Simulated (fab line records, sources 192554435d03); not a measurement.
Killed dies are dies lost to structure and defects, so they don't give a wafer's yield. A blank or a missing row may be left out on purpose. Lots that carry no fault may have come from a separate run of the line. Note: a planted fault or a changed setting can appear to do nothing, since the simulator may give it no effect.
fab line records	flow n5_finfet
record: lots: 24	wafers: 72	last_day: 17
route steps=1938 shown SPACER0@261 SDB@360 DUMMY_REMOVAL@377 HKMG_FIN@387
lots with no fault: from the same line, run without faults
start_h: the number of hours between the record's first day and the start of the first shown wafer of the lot	wait_h: time in hours since the lot's previous step	" as in the row above	L1.1+2: a single row standing in for several wafers	- value missing, or start not given	* or withheld: withheld	< > ~ a bound
route shown NAME@n: names a module that has steps shown in the file, with the first one's number in the route	usual: mean/standard deviation taken from wafers without a fault	same: alike in all rows	chamber/n: place in a boat	sites: the reading at each site	_std_site: standard deviation across them	_edge_site: outer sites' mean less inner sites'	radius_mm: for every site, how far away it sits from the centre of the wafer	mask NAME#n: copy n	behind: the last tool/chamber to shape the wafer	hold: cause of the lot's hold/its duration in hours/its outcome	device: names the non-switching transistor (n, p or np)	end of line: the tests these same wafers got at the end of their route	a step without rows: its recipe alone	killed: at the first sort, the dies lost to defects and structure; wafer yield is something else	map: a wafer's dies, marking killed ones x, the rest . and places with no die _
set.NAME: setting as actually run; set.NAME@STEP: the setting as run at that earlier step	model.NAME: the simulator's own value behind a step, which no gauge read
one table for each step of the route and one row for each wafer, over a sample of lots
services: the hour from which a tool's chamber was out of use, counted from the record's first day as start_h (under 0 if before that day), plus the number of hours and why
== steps ==
step: N5_SPACER0_INSPECT_04
recipe: inspect_instrument: darkfield	mode: post_dep
usual: raw_defect_count: 139/32
lot.wafer	tool	chamber	start_h	wait_h	raw_defect_count
L074.1	defect_inspect-02	-	53.59	0.1	121
L074.2	"	-	"	"	210
L074.4	"	-	"	"	183
L075.3	defect_inspect-02	-	56.03	0.1	138
L075.4	"	-	"	"	160
L075.6	"	-	"	"	144
L076.2	defect_inspect-01	-	61.70	0.1	137
L076.3	"	-	"	"	130
L076.5	"	-	"	"	135
L077.4	defect_inspect-01	-	66.80	0.1	125
L077.5	"	-	"	"	152
L077.6	"	-	"	"	195
L078.1	defect_inspect-01	-	73.39	0.1	97
L078.2	"	-	"	"	128
L078.6	"	-	"	"	95
L079.2	defect_inspect-01	-	79.21	0.1	122
L079.3	"	-	"	"	119
L079.6	"	-	"	"	101
L080.2	defect_inspect-01	-	83.70	0.1	179
L080.3	"	-	"	"	109
L080.6	"	-	"	"	164
L081.2	defect_inspect-01	-	93.50	0.1	165
L081.5	"	-	"	"	123
L081.6	"	-	"	"	152
L082.1	defect_inspect-02	-	101.32	0.1	166
L082.3	"	-	"	"	147
L082.4	"	-	"	"	135
L083.1	defect_inspect-01	-	110.89	0.1	142
L083.2	"	-	"	"	206
L083.4	"	-	"	"	125
L084.2	defect_inspect-02	-	114.65	0.1	136
L084.3	"	-	"	"	152
L084.6	"	-	"	"	135
L087.3	defect_inspect-02	-	132.80	0.1	151
L087.5	"	-	"	"	141
L087.6	"	-	"	"	124
L085.1	defect_inspect-01	-	133.52	0.1	190
L085.3	"	-	"	"	187
L085.4	"	-	"	"	195
L086.2	defect_inspect-02	-	138.67	0.1	117
L086.4	"	-	"	"	119
L086.6	"	-	"	"	105
L088.1	defect_inspect-01	-	144.90	0.1	199
L088.5	"	-	"	"	139
L088.6	"	-	"	"	132
L089.3	defect_inspect-02	-	148.93	0.1	139
L089.4	"	-	"	"	76
L089.6	"	-	"	"	111
L091.1	defect_inspect-02	-	153.43	0.1	106
L091.2	"	-	"	"	132
L091.6	"	-	"	"	126
L090.2	defect_inspect-02	-	153.64	0.1	150
L090.4	"	-	"	"	153
L090.5	"	-	"	"	128
L092.1	defect_inspect-02	-	160.87	0.1	138
L092.4	"	-	"	"	122
L092.6	"	-	"	"	106
L093.1	defect_inspect-01	-	162.34	0.1	134
L093.3	"	-	"	"	124
L093.4	"	-	"	"	131
L094.2	defect_inspect-02	-	168.71	0.1	103
L094.3	"	-	"	"	114
L094.5	"	-	"	"	103
L095.4	defect_inspect-02	-	173.61	0.1	100
L095.5	"	-	"	"	110
L095.6	"	-	"	"	157
L096.4	defect_inspect-01	-	179.26	0.1	180
L096.5	"	-	"	"	126
L096.6	"	-	"	"	133
L097.1	defect_inspect-02	-	189.36	0.1	163
L097.4	"	-	"	"	132
L097.5	"	-	"	"	151
step: N5_SDB_ETCH_17
recipe: chemistry: CF4	target: SiARC	target_depth_a: 234	mask_material: CAR-ArF	time_s: 39	ion_energy_ev: 80	pressure_mtorr: 40	source_w: 545	bias_w: 36	Ar_flow_sccm: 100	cf4_flow_sccm: 100	ends: cleared
usual: drypump_motor_current_A: 5.6/0.43	etch_rf_on_time_s: 39.3/1.3	oes_product_au: 0.67/0.081	rf_fwd_power_W: 535/3.3	rf_vpp_V: 184.1/1	showerhead_plenum_p_Torr: 2.14/0.048	throttle_valve_pct: 15.68/0.2
lot.wafer	tool	chamber	start_h	wait_h	drypump_motor_current_A	etch_rf_on_time_s	oes_product_au	rf_fwd_power_W	rf_hours_counter_h	rf_vpp_V	showerhead_plenum_p_Torr	throttle_valve_pct
L075.3	rie_diel-04	0	73.46	0.0	4.8	37.3	0.78	537	34	185.4	2.18	15.37
L075.4	"	2	"	"	5.5	38.1	0.59	537	249	183.5	2.08	15.96
L075.6	"	3	"	"	6.3	38.5	0.63	537	-	184.5	2.20	15.60
L074.1	rie_diel-05	3	74.88	0.0	5.8	39.4	0.63	539	145	183.6	2.15	15.92
L074.2	"	1	"	"	5.3	38.1	0.59	530	237	185.1	2.20	15.98
L074.4	"	0	"	"	6.0	39.6	0.63	532	147	182.9	2.05	15.64
L076.2	rie_diel-05	2	80.25	0.0	5.3	40.8	0.67	538	83	183.0	2.15	15.41
L076.3	"	1	"	"	5.2	38.3	0.59	532	239	184.6	2.20	15.97
L076.5	"	3	"	"	5.8	39.7	0.63	540	-	184.0	2.15	15.95
L077.4	rie_diel-03	2	90.30	0.0	5.3	38.7	0.62	536	196	184.6	2.20	15.87
L077.5	"	3	"	"	5.4	39.5	0.57	532	-	185.4	2.20	15.94
L077.6	"	2	"	"	5.4	38.7	0.62	535	-	185.3	2.20	15.87
L078.1	rie_diel-03	0	92.22	0.0	5.8	41.5	0.58	533	217	183.0	2.14	15.87
L078.2	"	1	"	"	6.3	40.6	0.73	535	45	183.7	2.17	15.47
L078.6	"	2	"	"	5.4	39.2	0.61	535	-	186.3	2.20	15.87
L079.2	rie_diel-04	0	98.43	0.0	4.8	37.4	0.77	533	44	184.4	2.18	15.39
L079.3	"	1	"	"	5.3	38.4	0.80	533	13	183.1	2.11	15.68
L079.6	"	0	"	"	4.8	37.3	0.78	534	-	184.6	2.18	15.40
L080.2	rie_diel-03	2	103.22	0.0	5.4	38.7	0.62	536	200	185.9	2.20	15.87
L080.3	"	1	"	"	6.3	40.5	0.73	539	47	185.4	2.16	15.48
L080.6	"	1	"	"	6.3	40.3	0.73	537	-	183.0	2.17	15.48
L081.2	rie_diel-03	2	115.63	0.0	5.3	39.0	0.61	537	208	183.5	2.20	15.88
L081.5	"	0	"	"	5.8	41.3	0.56	529	-	183.0	2.14	15.88
L081.6	"	1	"	"	6.3	40.5	0.72	537	-	184.6	2.16	15.50
L082.1	rie_diel-04	2	119.91	0.0	5.5	37.1	0.83	536	8	184.7	2.08	15.47
L082.3	"	3	"	"	6.2	38.6	0.62	539	215	185.0	2.19	15.64
L082.4	"	1	"	"	5.3	38.4	0.78	533	21	184.6	2.11	15.68
L083.1	rie_diel-05	3	128.63	0.0	5.8	40.0	0.61	542	163	184.0	2.14	15.97
L083.2	"	0	"	"	6.0	40.1	0.62	528	166	184.1	2.05	15.67
L083.4	"	0	"	"	6.0	40.1	0.61	528	-	183.9	2.05	15.68
L084.2	rie_diel-05	3	132.56	0.0	5.8	40.0	0.61	540	165	184.1	2.14	15.96
L084.3	"	2	"	"	5.3	41.1	0.65	539	101	184.2	2.14	15.46
L084.6	"	0	"	"	6.0	40.4	0.61	533	-	184.5	2.05	15.68
L087.3	rie_diel-04	3	149.06	0.0	6.3	39.2	0.61	535	225	184.0	2.19	15.64
L087.5	"	1	"	"	5.3	38.9	0.75	531	-	183.7	2.10	15.72
L087.6	"	0	"	"	4.8	37.7	0.74	531	-	183.5	2.17	15.44
L085.1	rie_diel-05	1	151.91	0.0	5.3	37.8	0.82	532	7	185.8	2.19	15.56
L085.3	"	3	"	"	5.8	39.8	0.61	539	172	184.4	2.14	15.98
L085.4	"	0	"	"	6.0	40.2	0.60	530	174	182.7	2.04	15.69
L086.2	rie_diel-05	3	155.09	0.0	5.8	39.6	0.61	540	173	184.7	2.14	15.99
L086.4	"	1	"	"	5.3	37.5	0.82	530	8	185.2	2.19	15.57
L086.6	"	3	"	"	5.8	39.6	0.61	540	-	185.0	2.14	15.99
L088.1	rie_diel-03	2	163.29	0.0	5.3	39.2	0.60	534	226	184.4	2.19	15.93
L088.5	"	2	"	"	5.3	39.6	0.59	535	-	184.8	2.19	15.91
L088.6	"	1	"	"	6.3	40.5	0.70	537	-	185.4	2.16	15.54
L089.3	rie_diel-04	3	166.74	0.0	6.3	39.1	0.60	538	229	184.5	2.19	15.67
L089.4	"	0	"	"	4.8	38.5	0.73	534	68	185.7	2.17	15.45
L089.6	"	2	"	"	5.5	38.3	0.78	537	-	184.3	2.07	15.50
L091.1	rie_diel-03	0	172.68	0.0	5.8	40.7	0.56	532	247	184.3	2.13	15.92
L091.2	"	2	"	"	5.4	38.4	0.60	534	230	185.0	2.19	15.92
L091.6	"	3	"	"	5.5	36.8	0.80	533	-	182.2	2.19	15.49
L090.2	rie_diel-05	1	172.87	0.0	5.3	38.3	0.80	530	13	183.5	2.19	15.59
L090.4	"	2	"	"	5.3	41.5	0.64	536	115	183.7	2.14	15.47
L090.5	"	2	"	"	5.3	41.4	0.64	535	-	185.2	2.14	15.46
L092.1	rie_diel-05	3	178.49	0.0	5.8	40.1	0.61	537	180	184.7	2.14	15.99
L092.4	"	0	"	"	6.0	40.4	0.60	531	183	183.7	2.04	15.70
L092.6	"	0	"	"	6.0	40.7	0.60	531	-	181.9	2.04	15.71
L093.1	rie_diel-04	3	180.23	0.0	6.3	39.1	0.61	539	232	185.2	2.19	15.68
L093.3	"	0	"	"	4.8	38.4	0.72	534	75	185.8	2.17	15.46
L093.4	"	3	"	"	6.3	39.1	0.60	539	-	185.2	2.19	15.66
L094.2	rie_diel-03	3	188.47	0.0	5.4	37.1	0.79	531	28	184.3	2.18	15.49
L094.3	"	1	"	"	6.3	40.8	0.69	536	82	184.7	2.15	15.56
L094.5	"	3	"	"	5.4	36.5	0.78	532	-	184.9	2.18	15.48
L095.4	rie_diel-05	3	191.24	0.0	5.8	40.1	0.60	536	185	183.4	2.14	16.01
L095.5	"	3	"	"	5.8	39.9	0.60	540	-	183.4	2.14	16.00
L095.6	"	0	"	"	5.9	40.1	0.60	533	-	182.9	2.04	15.70
L096.4	rie_diel-04	2	197.94	0.0	5.5	37.8	0.77	538	33	184.0	2.07	15.52
L096.5	"	1	"	"	5.3	38.5	0.73	531	-	182.0	2.10	15.75
L096.6	"	0	"	"	4.8	38.0	0.72	534	-	184.6	2.16	15.45
L097.1	rie_diel-03	0	208.56	0.0	5.8	39.8	0.83	531	1	184.6	2.13	15.42
L097.4	"	1	"	"	6.3	40.4	0.68	538	90	184.8	2.15	15.57
L097.5	"	3	"	"	5.5	36.4	0.78	531	-	185.7	2.18	15.50
step: N5_SDB_THK_MEAS_31
recipe: reads: a-Si_of_DUMMY_GATE_CVD_03
usual: SDB_THK: 64.7/1.7
lot.wafer	tool	chamber	start_h	wait_h	SDB_THK[nm]
L075.3	film_metro-02	-	77.26	-	62.8
L075.4	"	-	"	"	67.9
L075.6	"	-	"	"	66.9
L074.1	film_metro-02	-	78.66	-	65.7
L074.2	"	-	"	"	68.2
L074.4	"	-	"	"	64.5
L076.2	film_metro-01	-	84.04	-	62.5
L076.3	"	-	"	"	61.5
L076.5	"	-	"	"	63.5
L077.4	film_metro-02	-	96.75	-	64.5
L077.5	"	-	"	"	62.7
L077.6	"	-	"	"	65.2
L078.1	film_metro-02	-	100.91	-	64.3
L078.2	"	-	"	"	64.5
L078.6	"	-	"	"	64.5
L079.2	film_metro-02	-	104.72	-	63.8
L079.3	"	-	"	"	64.6
L079.6	"	-	"	"	63.0
L080.2	film_metro-01	-	107.73	-	64.2
L080.3	"	-	"	"	62.8
L080.6	"	-	"	"	64.5
L081.2	film_metro-01	-	119.43	-	62.9
L081.5	"	-	"	"	68.1
L081.6	"	-	"	"	65.1
L082.1	film_metro-01	-	123.70	-	63.0
L082.3	"	-	"	"	63.7
L082.4	"	-	"	"	66.0
L083.1	film_metro-02	-	132.47	-	63.5
L083.2	"	-	"	"	66.3
L083.4	"	-	"	"	66.5
L084.2	film_metro-02	-	136.50	-	65.7
L084.3	"	-	"	"	62.9
L084.6	"	-	"	"	66.4
L087.3	film_metro-01	-	152.85	-	66.0
L087.5	"	-	"	"	65.2
L087.6	"	-	"	"	65.9
L085.1	film_metro-01	-	155.89	-	65.1
L085.3	"	-	"	"	65.4
L085.4	"	-	"	"	64.9
L086.2	film_metro-01	-	158.93	-	62.5
L086.4	"	-	"	"	62.7
L086.6	"	-	"	"	62.4
L088.1	film_metro-02	-	168.14	-	63.5
L088.5	"	-	"	"	63.9
L088.6	"	-	"	"	62.0
L089.3	film_metro-01	-	170.54	-	67.8
L089.4	"	-	"	"	64.0
L089.6	"	-	"	"	64.6
L091.1	film_metro-01	-	176.82	-	65.8
L091.2	"	-	"	"	64.9
L091.6	"	-	"	"	65.1
L090.2	film_metro-02	-	176.93	-	68.8
L090.4	"	-	"	"	65.2
L090.5	"	-	"	"	68.1
L092.1	film_metro-02	-	182.47	-	62.7
L092.4	"	-	"	"	62.2
L092.6	"	-	"	"	62.1
L093.1	film_metro-02	-	184.03	-	62.5
L093.3	"	-	"	"	61.5
L093.4	"	-	"	"	64.7
L094.2	film_metro-01	-	193.57	-	64.2
L094.3	"	-	"	"	67.3
L094.5	"	-	"	"	64.5
L095.4	film_metro-01	-	195.03	-	62.8
L095.5	"	-	"	"	63.5
L095.6	"	-	"	"	62.5
L096.4	film_metro-01	-	202.47	-	63.4
L096.5	"	-	"	"	62.8
L096.6	"	-	"	"	66.6
L097.1	film_metro-02	-	212.62	-	64.0
L097.4	"	-	"	"	65.5
L097.5	"	-	"	"	68.1
step: N5_DUMMY_REMOVAL_HM_STRIP_01
recipe: chemistry: CH3F/O2	material: SiNx	target_depth_a: 40	stop_on: poly-Si	time_s: 6.8	over_etch_frac: 0.3	ion_energy_ev: 60	power_w: 410	bias_w: 29	Ar_flow_sccm: 150	CH3F_flow_sccm: 30	O2_flow_sccm: 20
usual: drypump_motor_current_A: 5.5/0.34	oes_product_au: 0.62/0.062	rf_vpp_V: 127.6/0.92	showerhead_plenum_p_Torr: 2.02/0.049	throttle_valve_pct: 16.45/0.25
lot.wafer	tool	chamber	start_h	wait_h	drypump_motor_current_A	oes_product_au	rf_hours_counter_h	rf_vpp_V	showerhead_plenum_p_Torr	throttle_valve_pct
L075.3	rie_diel-01	1	77.32	0.0	5.5	0.63	128	129.3	2.08	16.33
L075.4	"	0	"	"	5.3	0.75	6	128.8	2.05	16.44
L075.6	"	0	"	"	5.3	0.75	-	127.6	2.05	16.44
L074.1	rie_diel-01	1	78.79	0.1	5.5	0.63	129	129.0	2.08	16.32
L074.2	"	0	"	"	5.3	0.75	7	128.6	2.05	16.44
L074.4	"	3	"	"	5.2	0.58	194	128.3	1.96	16.42
L076.2	rie_diel-02	2	84.10	0.0	5.7	0.58	216	128.2	2.04	16.23
L076.3	"	0	"	"	5.8	0.76	10	128.5	2.04	16.13
L076.5	"	3	"	"	5.7	0.60	-	126.3	1.97	16.57
L077.4	rie_diel-02	3	97.06	0.3	5.7	0.59	203	127.6	1.97	16.56
L077.5	"	3	"	"	5.8	0.59	-	126.5	1.97	16.55
L077.6	"	0	"	"	5.8	0.75	-	126.9	2.04	16.14
L078.1	rie_diel-02	3	100.97	0.0	5.7	0.58	204	127.5	1.97	16.56
L078.2	"	2	"	"	5.6	0.58	221	126.5	2.04	16.22
L078.6	"	0	"	"	5.9	0.75	-	127.6	2.04	16.16
L079.2	rie_diel-06	0	104.78	0.0	5.3	0.61	136	129.2	2.10	16.26
L079.3	"	2	"	"	5.0	0.72	40	127.7	2.03	16.14
L079.6	"	0	"	"	5.3	0.61	-	128.0	2.10	16.25
L080.2	rie_diel-01	3	107.79	0.0	5.2	0.59	202	128.6	1.96	16.43
L080.3	"	2	"	"	5.8	0.60	188	127.0	2.01	16.81
L080.6	"	0	"	"	5.3	0.74	-	127.0	2.04	16.46
L081.2	rie_diel-01	1	119.70	0.2	5.5	0.63	140	128.0	2.07	16.35
L081.5	"	1	"	"	5.5	0.62	-	128.3	2.07	16.35
L081.6	"	3	"	"	5.2	0.58	-	125.4	1.96	16.42
L082.1	rie_diel-01	3	123.76	0.0	5.2	0.58	208	126.6	1.96	16.43
L082.3	"	0	"	"	5.3	0.72	16	127.7	2.04	16.45
L082.4	"	2	"	"	5.9	0.58	195	126.2	2.01	16.83
L083.1	rie_diel-06	2	132.53	0.0	5.0	0.71	49	127.9	2.03	16.17
L083.2	"	3	"	"	4.9	0.57	207	126.6	1.92	17.00
L083.4	"	1	"	"	6.0	0.57	201	127.9	2.07	16.56
L084.2	rie_diel-06	3	136.56	0.0	4.9	0.57	208	127.0	1.92	17.00
L084.3	"	1	"	"	5.9	0.57	203	127.0	2.06	16.56
L084.6	"	2	"	"	5.0	0.71	-	127.6	2.03	16.17
L087.3	rie_diel-02	1	152.91	0.0	5.9	0.58	204	126.7	2.01	16.34
L087.5	"	3	"	"	5.7	0.58	-	126.7	1.97	16.59
L087.6	"	0	"	"	5.9	0.72	-	128.5	2.04	16.19
L085.1	rie_diel-02	1	155.97	0.0	5.9	0.59	205	127.3	2.01	16.32
L085.3	"	2	"	"	5.6	0.57	239	127.9	2.03	16.27
L085.4	"	3	"	"	5.8	0.58	222	126.4	1.97	16.62
L086.2	rie_diel-06	2	159.04	0.1	5.0	0.70	54	129.2	2.03	16.16
L086.4	"	1	"	"	6.0	0.56	209	128.4	2.06	16.58
L086.6	"	1	"	"	5.9	0.57	-	127.4	2.06	16.57
L088.1	rie_diel-06	0	168.20	0.0	5.3	0.60	155	128.1	2.10	16.29
L088.5	"	0	"	"	5.3	0.60	-	127.0	2.09	16.28
L088.6	"	3	"	"	4.9	0.57	-	127.2	1.92	17.02
L089.3	rie_diel-06	0	170.60	0.0	5.3	0.60	156	128.1	2.09	16.28
L089.4	"	2	"	"	5.0	0.70	58	126.9	2.02	16.17
L089.6	"	0	"	"	5.3	0.60	-	130.1	2.09	16.28
L091.1	rie_diel-02	3	176.88	0.0	5.7	0.57	229	126.7	1.96	16.62
L091.2	"	0	"	"	5.8	0.72	39	128.9	2.03	16.20
L091.6	"	1	"	"	5.9	0.58	-	127.3	2.01	16.36
L090.2	rie_diel-02	3	176.99	0.0	5.8	0.58	229	127.4	1.96	16.63
L090.4	"	0	"	"	5.9	0.71	39	126.5	2.03	16.20
L090.5	"	3	"	"	5.8	0.57	-	126.8	1.96	16.62
L092.1	rie_diel-06	1	182.61	0.1	5.9	0.56	215	127.2	2.06	16.57
L092.4	"	3	"	"	4.9	0.57	222	126.8	1.92	17.02
L092.6	"	0	"	"	5.3	0.60	-	128.4	2.09	16.30
L093.1	rie_diel-02	3	184.10	0.1	5.7	0.58	230	128.3	1.96	16.62
L093.3	"	0	"	"	5.9	0.71	41	127.9	2.03	16.19
L093.4	"	0	"	"	5.8	0.72	-	127.7	2.03	16.19
L094.2	rie_diel-02	3	193.63	0.0	5.7	0.56	234	126.8	1.96	16.62
L094.3	"	1	"	"	5.9	0.58	214	126.7	2.01	16.35
L094.5	"	3	"	"	5.7	0.57	-	128.4	1.96	16.62
L095.4	rie_diel-06	1	195.09	0.0	5.9	0.57	218	129.1	2.06	16.57
L095.5	"	1	"	"	5.9	0.57	-	129.4	2.06	16.58
L095.6	"	0	"	"	5.4	0.60	-	126.8	2.09	16.30
L096.4	rie_diel-01	0	202.53	0.0	5.3	0.69	42	127.8	2.03	16.53
L096.5	"	2	"	"	5.8	0.58	-	127.8	2.00	16.88
L096.6	"	3	"	"	5.2	0.57	-	127.4	1.95	16.48
L097.1	rie_diel-01	0	212.74	0.1	5.3	0.68	45	128.0	2.03	16.52
L097.4	"	3	"	"	5.2	0.57	234	127.6	1.95	16.50
L097.5	"	0	"	"	5.3	0.68	-	128.0	2.03	16.51
step: N5_HKMG_FIN_HK_ANNEAL_02
recipe: temp_c: 700	time_s: 30	ambient: N2	idle_temp_c: 600	ramp_up_c_per_s: 150	ramp_down_c_per_s: 60	cool_to_c: 600
usual: lamp_power_pct: 8.80/0.056	lamp_zone_4_pct: 8.795/0.011	wafer_temp_C_max: 702.8/0.65
lot.wafer	tool	chamber	start_h	wait_h	lamp_power_pct	lamp_zone_4_pct	wafer_temp_C_max
L075.3	rtp_anneal-01	0	78.12	0.2	8.77	8.805	703.1
L075.4	"	0	"	"	8.80	8.782	702.5
L075.6	"	0	"	"	8.88	8.803	702.4
L074.1	rtp_anneal-02	0	79.54	0.1	8.81	8.804	703.3
L074.2	"	0	"	"	8.90	8.801	703.5
L074.4	"	0	"	"	8.82	8.779	703.1
L076.2	rtp_anneal-02	0	84.87	0.1	8.76	8.794	702.9
L076.3	"	0	"	"	8.84	8.794	701.9
L076.5	"	0	"	"	8.75	8.805	703.3
L077.4	rtp_anneal-01	0	97.89	0.2	8.94	8.800	702.2
L077.5	"	0	"	"	8.76	8.770	702.6
L077.6	"	0	"	"	8.77	8.806	702.7
L078.1	rtp_anneal-01	0	101.72	0.1	8.74	8.808	703.9
L078.2	"	0	"	"	8.77	8.805	702.8
L078.6	"	0	"	"	8.84	8.799	703.0
L079.2	rtp_anneal-02	0	105.55	0.1	8.66	8.788	702.9
L079.3	"	0	"	"	8.78	8.792	704.0
L079.6	"	0	"	"	8.81	8.775	703.1
L080.2	rtp_anneal-01	0	108.60	0.2	8.80	8.794	703.4
L080.3	"	0	"	"	8.81	8.810	703.3
L080.6	"	0	"	"	8.75	8.778	703.7
L081.2	rtp_anneal-02	0	120.53	0.1	8.87	8.782	703.1
L081.5	"	0	"	"	8.87	8.795	702.9
L081.6	"	0	"	"	8.84	8.798	702.1
L082.1	rtp_anneal-02	0	124.49	0.1	8.68	8.788	702.3
L082.3	"	0	"	"	8.78	8.767	703.3
L082.4	"	0	"	"	8.78	8.800	702.2
L083.1	rtp_anneal-02	0	133.28	0.1	8.75	8.799	703.3
L083.2	"	0	"	"	8.86	8.793	702.3
L083.4	"	0	"	"	8.70	8.778	702.7
L084.2	rtp_anneal-01	0	137.33	0.1	8.82	8.803	702.0
L084.3	"	0	"	"	8.75	8.779	702.5
L084.6	"	0	"	"	8.83	8.781	704.6
L087.3	rtp_anneal-01	0	153.71	0.2	8.72	8.781	703.3
L087.5	"	0	"	"	8.76	8.781	702.2
L087.6	"	0	"	"	8.83	8.807	702.6
L085.1	rtp_anneal-01	0	156.71	0.1	8.85	8.808	702.3
L085.3	"	0	"	"	8.80	8.798	702.5
L085.4	"	0	"	"	8.79	8.791	703.0
L086.2	rtp_anneal-02	0	160.01	0.2	8.82	8.797	703.0
L086.4	"	0	"	"	8.78	8.790	702.0
L086.6	"	0	"	"	8.88	8.806	703.5
L088.1	rtp_anneal-02	0	169.06	0.2	8.76	8.804	702.7
L088.5	"	0	"	"	8.87	8.801	702.8
L088.6	"	0	"	"	8.85	8.807	703.6
L089.3	rtp_anneal-02	0	171.40	0.2	8.73	8.786	703.1
L089.4	"	0	"	"	8.80	8.807	703.1
L089.6	"	0	"	"	8.88	8.802	703.2
L091.1	rtp_anneal-02	0	177.62	0.1	8.72	8.786	703.4
L091.2	"	0	"	"	8.88	8.789	701.9
L091.6	"	0	"	"	8.84	8.807	702.9
L090.2	rtp_anneal-02	0	177.83	0.2	8.72	8.791	702.8
L090.4	"	0	"	"	8.81	8.797	703.6
L090.5	"	0	"	"	8.76	8.803	701.9
L092.1	rtp_anneal-01	0	183.35	0.1	8.70	8.788	702.3
L092.4	"	0	"	"	8.84	8.773	703.1
L092.6	"	0	"	"	8.90	8.777	702.0
L093.1	rtp_anneal-01	0	184.84	0.1	8.77	8.828	702.8
L093.3	"	0	"	"	8.81	8.786	703.7
L093.4	"	0	"	"	8.77	8.796	702.9
L094.2	rtp_anneal-02	0	194.40	0.1	8.74	8.785	702.5
L094.3	"	0	"	"	8.84	8.779	703.7
L094.5	"	0	"	"	8.80	8.778	702.2
L095.4	rtp_anneal-02	0	195.95	0.2	8.75	8.800	703.3
L095.5	"	0	"	"	8.76	8.795	704.3
L095.6	"	0	"	"	8.75	8.782	703.0
L096.4	rtp_anneal-01	0	203.66	0.4	8.72	8.808	702.6
L096.5	"	0	"	"	8.84	8.811	702.9
L096.6	"	0	"	"	8.85	8.806	703.1
L097.1	rtp_anneal-02	0	213.48	0.1	8.77	8.801	703.0
L097.4	"	0	"	"	8.76	8.817	702.8
L097.5	"	0	"	"	8.84	8.790	702.6
step: N5_HKMG_FIN_ALD_75
recipe: material: Al2O3	target_thk_a: 10	temp_c: 150	ald_precursor_family: TMA	ald_co_reactant: H2O	pulse_time_s: withheld	co_reactant_pulse_time_s: 1
usual: heater_power_outer_w: 78/8.8	heater_power_w: 152/16	precursor_pulse_height_rel: 0.996/0.019
lot.wafer	tool	chamber	start_h	wait_h	heater_power_outer_w	heater_power_w	precursor_pulse_height_rel
L075.3	ald_hk-01	2	78.35	0.0	83	165	1.016
L075.4	"	0	"	"	69	130	0.992
L075.6	"	2	"	"	81	167	0.946
L074.1	ald_hk-02	2	79.83	0.0	72	154	1.017
L074.2	"	0	"	"	68	134	0.959
L074.4	"	1	"	"	96	183	1.019
L076.2	ald_hk-01	1	85.13	0.0	67	136	1.018
L076.3	"	0	"	"	69	129	1.032
L076.5	"	0	"	"	67	128	0.992
L077.4	ald_hk-02	1	98.09	0.0	95	182	0.986
L077.5	"	2	"	"	72	152	1.017
L077.6	"	1	"	"	97	178	0.958
L078.1	ald_hk-03	2	102.01	0.0	89	171	0.992
L078.2	"	0	"	"	81	153	0.999
L078.6	"	3	"	"	69	141	0.945
L079.2	ald_hk-01	2	105.81	0.0	82	169	1.005
L079.3	"	0	"	"	67	128	0.986
L079.6	"	2	"	"	81	166	1.030
L080.2	ald_hk-02	2	108.86	0.0	70	154	0.980
L080.3	"	3	"	"	74	139	0.978
L080.6	"	1	"	"	98	188	1.002
L081.2	ald_hk-02	3	120.79	0.0	75	142	0.980
L081.5	"	2	"	"	71	155	0.950
L081.6	"	1	"	"	98	180	1.009
L082.1	ald_hk-03	2	124.86	0.1	88	172	0.986
L082.3	"	3	"	"	67	143	1.006
L082.4	"	1	"	"	82	165	0.973
L083.1	ald_hk-01	0	133.57	0.0	68	132	1.011
L083.2	"	2	"	"	81	163	0.984
L083.4	"	1	"	"	67	135	1.002
L084.2	ald_hk-01	1	137.59	0.0	68	141	1.010
L084.3	"	0	"	"	68	131	1.002
L084.6	"	2	"	"	81	166	0.968
L087.3	ald_hk-01	3	153.94	0.0	83	159	1.016
L087.5	"	1	"	"	68	136	0.984
L087.6	"	2	"	"	82	162	0.988
L085.1	ald_hk-01	3	157.00	0.0	81	163	0.962
L085.3	"	0	"	"	69	124	0.978
L085.4	"	1	"	"	66	138	1.003
L086.2	ald_hk-01	3	160.27	0.0	82	161	0.998
L086.4	"	1	"	"	69	140	1.024
L086.6	"	0	"	"	67	131	1.014
L088.1	ald_hk-01	3	169.37	0.0	82	162	1.006
L088.5	"	1	"	"	70	138	1.003
L088.6	"	2	"	"	83	170	0.985
L089.3	ald_hk-02	3	171.63	0.0	76	143	1.008
L089.4	"	1	"	"	97	184	0.992
L089.6	"	0	"	"	70	137	1.023
L091.1	ald_hk-02	1	177.91	0.0	97	188	1.031
L091.2	"	2	"	"	72	147	1.008
L091.6	"	3	"	"	73	143	0.998
L090.2	ald_hk-03	2	178.09	0.0	88	170	0.993
L090.4	"	0	"	"	82	151	0.968
L090.5	"	1	"	"	88	162	0.990
L092.1	ald_hk-03	3	183.64	0.0	68	143	0.995
L092.4	"	0	"	"	84	156	0.983
L092.6	"	2	"	"	88	168	1.014
L093.1	ald_hk-03	3	185.13	0.0	67	141	0.972
L093.3	"	1	"	"	83	160	0.994
L093.4	"	0	"	"	81	153	1.034
L094.2	ald_hk-01	3	194.66	0.0	83	163	0.984
L094.3	"	0	"	"	68	130	0.989
L094.5	"	2	"	"	81	163	1.030
L095.4	ald_hk-03	3	196.15	0.0	66	141	0.995
L095.5	"	0	"	"	84	149	1.003
L095.6	"	3	"	"	69	142	0.970
L096.4	ald_hk-03	0	203.95	0.0	84	152	0.984
L096.5	"	0	"	"	84	150	0.984
L096.6	"	3	"	"	68	140	0.998
L097.1	ald_hk-03	3	213.79	0.0	68	142	1.023
L097.4	"	0	"	"	81	148	1.033
L097.5	"	1	"	"	84	160	0.990
== services ==
tool	chamber	start_h	hours	kind
ald_hk-03	-	50.91	14.6	pm
rie_diel-02	0	51.40	10.9	repair
ald_hk-02	-	55.29	2.8	pm
rie_diel-05	0	63.64	5.0	repair
rie_diel-01	-	94.56	2.8	pm
rie_diel-03	3	104.51	-	clean
rie_diel-03	3	104.51	-	consumable_replace:focus_ring
rie_diel-01	0	114.37	7.6	repair
rie_diel-05	1	114.63	-	clean
rie_diel-05	1	114.63	-	consumable_replace:focus_ring
rie_diel-05	1	114.63	18.1	scheduled_down
rie_diel-05	1	114.63	18.1	vent_cycle
rie_diel-06	1	127.09	2.5	repair
rie_diel-06	2	139.56	7.7	repair
rtp_anneal-02	-	141.32	4.7	pm
rie_diel-01	3	142.69	2.2	repair
rie_diel-04	3	149.33	7.2	repair
ald_hk-03	-	153.33	0.4	repair
rie_diel-04	2	169.75	12.7	repair
rie_diel-02	1	178.83	7.1	repair
ald_hk-01	-	179.04	6.0	pm
rie_diel-02	2	196.07	-	clean
rie_diel-02	2	196.07	-	consumable_replace:focus_ring
rie_diel-04	2	205.62	6.8	repair
== key ==
fault none
